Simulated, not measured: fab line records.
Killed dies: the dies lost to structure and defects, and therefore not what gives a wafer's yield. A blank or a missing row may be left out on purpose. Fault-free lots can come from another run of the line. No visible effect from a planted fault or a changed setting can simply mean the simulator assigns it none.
The same fault as seen by 2 desks -- flow n5_finfet -- each desk holds nothing but its own numbers, with what lay behind them at the end

== DESK OF THE TOOL OWNER: rie_diel-03 ==
The tool's own readings at N5_GATE_CUT_ETCH_37 (etches SOC in N2/H2, target depth 60 nm, overetch 12 nm, time 90 s): means of the sampled wafers that have a number, for each lot that ran on this tool. The brackets show how far a lot's mean lies from the usual mean; more than 4 standard deviations puts the lot out of limits, marked OUT.
Columns: A = bias_w at N5_GATE_CUT_ETCH_37, usual 150.1 W; B = chamber_pressure_mTorr at N5_GATE_CUT_ETCH_37, usual 30.002 mTorr; C = drypump_motor_current_A at N5_GATE_CUT_ETCH_37, usual 5.6 A; D = oes_product_au at N5_GATE_CUT_ETCH_37, usual 0.68 a.u.; E = rf_vpp_V at N5_GATE_CUT_ETCH_37, usual 523.7 V; F = showerhead_plenum_p_Torr at N5_GATE_CUT_ETCH_37, usual 2.54 Torr; G = throttle_valve_pct at N5_GATE_CUT_ETCH_37, usual 17.91 %
lot,first seen here,A,B,C,D,E,F,G
L791,day 5 22:35,150.0,30.004,5.5,0.68,524.2,2.54,17.93
L803,day 8 23:34,150.0,29.993,5.3,0.67,523.9,2.56,17.93
L804,day 9 05:12,149.7,29.972,5.7,0.66,523.6,2.54,18.07
L808,day 10 01:56,150.7,30.022,5.6,0.67,521.0,2.45,18.07
This desk's finding: nothing out of limits on any of the 4 lots.

== THE METROLOGY DESK ==
What the gauges read for every lot (on any tool): the sampled wafers with a number, averaged. The brackets show how far a lot's mean lies from the usual mean; more than 4 standard deviations puts the lot out of limits, marked OUT. It has 10 readings; the 7 that lie furthest out on some lot are the ones shown.
Columns: A = DIBL_N at N5_BEOL_M4_RC_MEAS_101, usual 35.9 mV/V; B = IOFF_N at N5_BEOL_M4_RC_MEAS_101, usual 0.149 nA/um; C = IOFF_P at N5_BEOL_M4_RC_MEAS_101, usual 0.20 nA/um; D = ION_N at N5_BEOL_M4_RC_MEAS_101, usual 671 uA/um; E = ION_P at N5_BEOL_M4_RC_MEAS_101, usual 460 uA/um; F = SS_N at N5_BEOL_M4_RC_MEAS_101, usual 71.4 mV/dec; G = VT_N at N5_BEOL_M4_RC_MEAS_101, usual 251 mV
lot,first seen here,A,B,C,D,E,F,G
L791,day 9 07:43,35.5,0.133,0.17,670,458,71.0,252
L803,day 12 09:48,36.7,0.151,0.20,661,455,72.3,252
L804,day 12 13:02,35.5,0.125,0.17,669,458,71.0,253
L807,day 13 00:59,35.8,0.173,0.22,678,464,71.8,246
L808,day 13 12:37,38.2,0.190,0.25,687,470,71.7,247
This desk's finding: nothing out of limits on any of the 5 lots.

== ALL TOGETHER ==
The desk of the tool owner found nothing out of limits.
From the metrology desk's view, nothing was out of limits.

== WHAT THE SIMULATOR PUT IN ==
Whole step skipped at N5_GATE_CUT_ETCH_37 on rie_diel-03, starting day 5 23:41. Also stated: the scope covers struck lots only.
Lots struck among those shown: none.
